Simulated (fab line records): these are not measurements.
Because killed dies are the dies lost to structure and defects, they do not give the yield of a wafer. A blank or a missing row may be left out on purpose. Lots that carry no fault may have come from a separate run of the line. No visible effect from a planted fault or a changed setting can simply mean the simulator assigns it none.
Split-lot study / flow n5-finfet / 7 lots, 39 wafers read, on a route of 1938 steps

## ABOUT THE SPLIT
At N5_BEOL_M0_ALD_136 (deposits TaN, pulse time 2 s, purge time 3 s, co reactant purge time 2 s), the setting ald-cycles was moved away from the recipe's 30 on 6 of the 39 wafers read, by -43.3% to -23.3%. For the rest of the wafers, this setting stayed at what the recipe calls for.

## FROM THE SPLIT TO THE READING: what the file shows between them, 4 steps
- N5_BEOL_M0_SURFACE_TREAT_137
- N5_BEOL_M0_CVD_115: deposits Co from CCTBA/H2, time 120 s
- N5_BEOL_M0_ECD_118: material Cu, target thk 300 nm
- N5_BEOL_M0_ANNEAL_119: time 90 s

## THE READING
barrier-field-endpoint-s, in s, at N5_BEOL_M0_CMP_120 (polishes, stops on SiOC, t overpolish 6.9 s). On this fab line, fault-free wafers typically give 3.64 s with a standard deviation of 0.15 s.

wafer=L074.3; tool, chamber at the split=ald-metal-03, 2,0,1,1,0; ald-cycles as run=30; against the recipe=recipe; barrier-field-endpoint-s, s=3.89; against lot-mates on the recipe=-
wafer=L074.4; tool, chamber at the split=ald-metal-03, 2,0,1,1,0; ald-cycles as run=30; against the recipe=recipe; barrier-field-endpoint-s, s=4.10; against lot-mates on the recipe=-
wafer=L074.2; tool, chamber at the split=ald-metal-03, 2,0,1,1,0; ald-cycles as run=30; against the recipe=recipe; barrier-field-endpoint-s, s=3.75; against lot-mates on the recipe=-
wafer=L074.1; tool, chamber at the split=ald-metal-03, 3; ald-cycles as run=30; against the recipe=recipe; barrier-field-endpoint-s, s=3.77; against lot-mates on the recipe=-
wafer=L074.5; tool, chamber at the split=ald-metal-03, 2,0,1,1,0; ald-cycles as run=30; against the recipe=recipe; barrier-field-endpoint-s, s=3.64; against lot-mates on the recipe=-
wafer=L074.6; tool, chamber at the split=ald-metal-03, 2,0,1,1,0; ald-cycles as run=30; against the recipe=recipe; barrier-field-endpoint-s, s=3.88; against lot-mates on the recipe=-
wafer=L082.3; tool, chamber at the split=ald-metal-03, 3; ald-cycles as run=30; against the recipe=recipe; barrier-field-endpoint-s, s=3.61; against lot-mates on the recipe=-
wafer=L082.1; tool, chamber at the split=ald-metal-03, 1,0; ald-cycles as run=30; against the recipe=recipe; barrier-field-endpoint-s, s=3.63; against lot-mates on the recipe=-
wafer=L082.4; tool, chamber at the split=ald-metal-03, 2,3,0; ald-cycles as run=17; against the recipe=-43.3%; barrier-field-endpoint-s, s=2.79; against lot-mates on the recipe=-0.81
wafer=L082.2; tool, chamber at the split=ald-metal-03, 1,0; ald-cycles as run=30; against the recipe=recipe; barrier-field-endpoint-s, s=3.57; against lot-mates on the recipe=-
wafer=L082.5; tool, chamber at the split=ald-metal-03, 2,3,0; ald-cycles as run=17; against the recipe=-43.3%; barrier-field-endpoint-s, s=2.83; against lot-mates on the recipe=-0.77
wafer=L082.6; tool, chamber at the split=ald-metal-03, 2,3,0; ald-cycles as run=17; against the recipe=-43.3%; barrier-field-endpoint-s, s=2.76; against lot-mates on the recipe=-0.84
wafer=L086.2; tool, chamber at the split=ald-metal-02, 0,3,1,2,3,2; ald-cycles as run=30; against the recipe=recipe; barrier-field-endpoint-s, s=3.32; against lot-mates on the recipe=-
wafer=L086.4; tool, chamber at the split=ald-metal-02, 0,3,1,2,3,2; ald-cycles as run=30; against the recipe=recipe; barrier-field-endpoint-s, s=3.40; against lot-mates on the recipe=-
wafer=L086.3; tool, chamber at the split=ald-metal-02, 0,3,1,2,3,2; ald-cycles as run=30; against the recipe=recipe; barrier-field-endpoint-s, s=3.48; against lot-mates on the recipe=-
wafer=L086.1; tool, chamber at the split=ald-metal-02, 0,3,1,2,3,2; ald-cycles as run=30; against the recipe=recipe; barrier-field-endpoint-s, s=3.60; against lot-mates on the recipe=-
wafer=L086.5; tool, chamber at the split=ald-metal-02, 0,3,1,2,3,2; ald-cycles as run=30; against the recipe=recipe; barrier-field-endpoint-s, s=3.50; against lot-mates on the recipe=-
wafer=L086.6; tool, chamber at the split=ald-metal-02, 0,3,1,2,3,2; ald-cycles as run=30; against the recipe=recipe; barrier-field-endpoint-s, s=3.33; against lot-mates on the recipe=-
wafer=L089.1; tool, chamber at the split=ald-metal-02, 2,3; ald-cycles as run=30; against the recipe=recipe; barrier-field-endpoint-s, s=3.40; against lot-mates on the recipe=-
wafer=L089.4; tool, chamber at the split=ald-metal-02, 2,3; ald-cycles as run=30; against the recipe=recipe; barrier-field-endpoint-s, s=3.32; against lot-mates on the recipe=-
wafer=L089.2; tool, chamber at the split=ald-metal-02, 1,0,0,1; ald-cycles as run=30; against the recipe=recipe; barrier-field-endpoint-s, s=3.51; against lot-mates on the recipe=-
wafer=L089.3; tool, chamber at the split=ald-metal-02, 1,0,0,1; ald-cycles as run=30; against the recipe=recipe; barrier-field-endpoint-s, s=3.48; against lot-mates on the recipe=-
wafer=L089.6; tool, chamber at the split=ald-metal-02, 1,0,0,1; ald-cycles as run=30; against the recipe=recipe; barrier-field-endpoint-s, s=3.37; against lot-mates on the recipe=-
wafer=L089.5; tool, chamber at the split=ald-metal-02, 1,0,0,1; ald-cycles as run=30; against the recipe=recipe; barrier-field-endpoint-s, s=3.33; against lot-mates on the recipe=-
wafer=L093.1; tool, chamber at the split=ald-metal-03, 0,2,1; ald-cycles as run=30; against the recipe=recipe; barrier-field-endpoint-s, s=3.65; against lot-mates on the recipe=-
wafer=L093.6; tool, chamber at the split=ald-metal-03, 0,2,1; ald-cycles as run=30; against the recipe=recipe; barrier-field-endpoint-s, s=3.63; against lot-mates on the recipe=-
wafer=L093.5; tool, chamber at the split=ald-metal-03, 0,2,1; ald-cycles as run=30; against the recipe=recipe; barrier-field-endpoint-s, s=3.61; against lot-mates on the recipe=-
wafer=L094.4; tool, chamber at the split=ald-metal-01, 0,3; ald-cycles as run=30; against the recipe=recipe; barrier-field-endpoint-s, s=3.80; against lot-mates on the recipe=-
wafer=L094.3; tool, chamber at the split=ald-metal-01, 1,2,0; ald-cycles as run=23; against the recipe=-23.3%; barrier-field-endpoint-s, s=3.19; against lot-mates on the recipe=-0.57
wafer=L094.2; tool, chamber at the split=ald-metal-01, 0,3; ald-cycles as run=30; against the recipe=recipe; barrier-field-endpoint-s, s=3.79; against lot-mates on the recipe=-
wafer=L094.1; tool, chamber at the split=ald-metal-01, 1,2,0; ald-cycles as run=23; against the recipe=-23.3%; barrier-field-endpoint-s, s=3.43; against lot-mates on the recipe=-0.33
wafer=L094.6; tool, chamber at the split=ald-metal-01, 1; ald-cycles as run=30; against the recipe=recipe; barrier-field-endpoint-s, s=3.68; against lot-mates on the recipe=-
wafer=L094.5; tool, chamber at the split=ald-metal-01, 1,2,0; ald-cycles as run=23; against the recipe=-23.3%; barrier-field-endpoint-s, s=3.30; against lot-mates on the recipe=-0.46
wafer=L095.3; tool, chamber at the split=ald-metal-03, 1,2,3,0,0,1; ald-cycles as run=30; against the recipe=recipe; barrier-field-endpoint-s, s=3.63; against lot-mates on the recipe=-
wafer=L095.2; tool, chamber at the split=ald-metal-03, 1,2,3,0,0,1; ald-cycles as run=30; against the recipe=recipe; barrier-field-endpoint-s, s=3.49; against lot-mates on the recipe=-
wafer=L095.1; tool, chamber at the split=ald-metal-03, 1,2,3,0,0,1; ald-cycles as run=30; against the recipe=recipe; barrier-field-endpoint-s, s=3.82; against lot-mates on the recipe=-
wafer=L095.4; tool, chamber at the split=ald-metal-03, 1,2,3,0,0,1; ald-cycles as run=30; against the recipe=recipe; barrier-field-endpoint-s, s=3.62; against lot-mates on the recipe=-
wafer=L095.6; tool, chamber at the split=ald-metal-03, 1,2,3,0,0,1; ald-cycles as run=30; against the recipe=recipe; barrier-field-endpoint-s, s=3.73; against lot-mates on the recipe=-
wafer=L095.5; tool, chamber at the split=ald-metal-03, 1,2,3,0,0,1; ald-cycles as run=30; against the recipe=recipe; barrier-field-endpoint-s, s=3.59; against lot-mates on the recipe=-
When a row names more than one chamber, that row covers several wafers, and the file does not tell which wafer ran in which chamber.

THE FIT
A straight line over all 39 wafers: barrier-field-endpoint-s changes by +0.0175 s for each +1% of ald-cycles; r = +0.78; the points scatter about the line by 0.18 s.
The same after taking each lot's own level away (the mean of its wafers on the recipe; 39 wafers): +0.0188 s for each +1%; r = +0.93; scatter 0.093 s.
The reading moves by 0.82 s for the largest change in ald-cycles, on that fit.
The span of the lots' own levels, 3.402 to 3.838 s, comes to 2.9 times the standard deviation stated above.
So the lot-to-lot level blurs the effect unless lot-mates are compared.
Check: -0.817 s against its lot-mates is what the line predicts for one of the wafers moved furthest among these (-43.3%) when that wafer is left out of the fit. It came out at -0.813 s against them.

## THESE WAFERS: OTHER SPLITS
Note: prior to the reading, these wafers also went through further splits. Each is held against what the fit with the lots' levels taken away leaves over:
other split on the same wafers=N5_FIN_SAQP_ETCH_65 time-s; wafers away from the commonest value=12; r with barrier-field-endpoint-s (lot level and that fit taken away)=+0.13
other split on the same wafers=N5_SD_EPI_N_ETCH_16 target-depth-a; wafers away from the commonest value=15; r with barrier-field-endpoint-s (lot level and that fit taken away)=+0.00
other split on the same wafers=N5_BEOL_M0_SAQP_ETCH_106 target-depth-a; wafers away from the commonest value=15; r with barrier-field-endpoint-s (lot level and that fit taken away)=-0.10

## THE WHOLE CHAIN: every reading that the file lists as answering this split, in the file's order
step=N5_BEOL_M0_ALD_136; what it does=deposits TaN, pulse time 2 s, purge time 3 s, co reactant purge time 2 s; reading=TaN_of_BEOL_M0_ALD_136.thk-nm (the simulator's own value, which no gauge read); change (the file's fit)=withheld for each +1% of the setting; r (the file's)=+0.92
step=N5_BEOL_M0_CMP_120; what it does=polishes, stops on SiOC, t overpolish 6.9 s; reading=barrier-field-endpoint-s; change (the file's fit)=+0.0189 s for each +1% of the setting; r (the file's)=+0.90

## THE FILE'S OWN FIT
barrier-field-endpoint-s changes by +0.0189 s for each +1% of ald-cycles, r = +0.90.
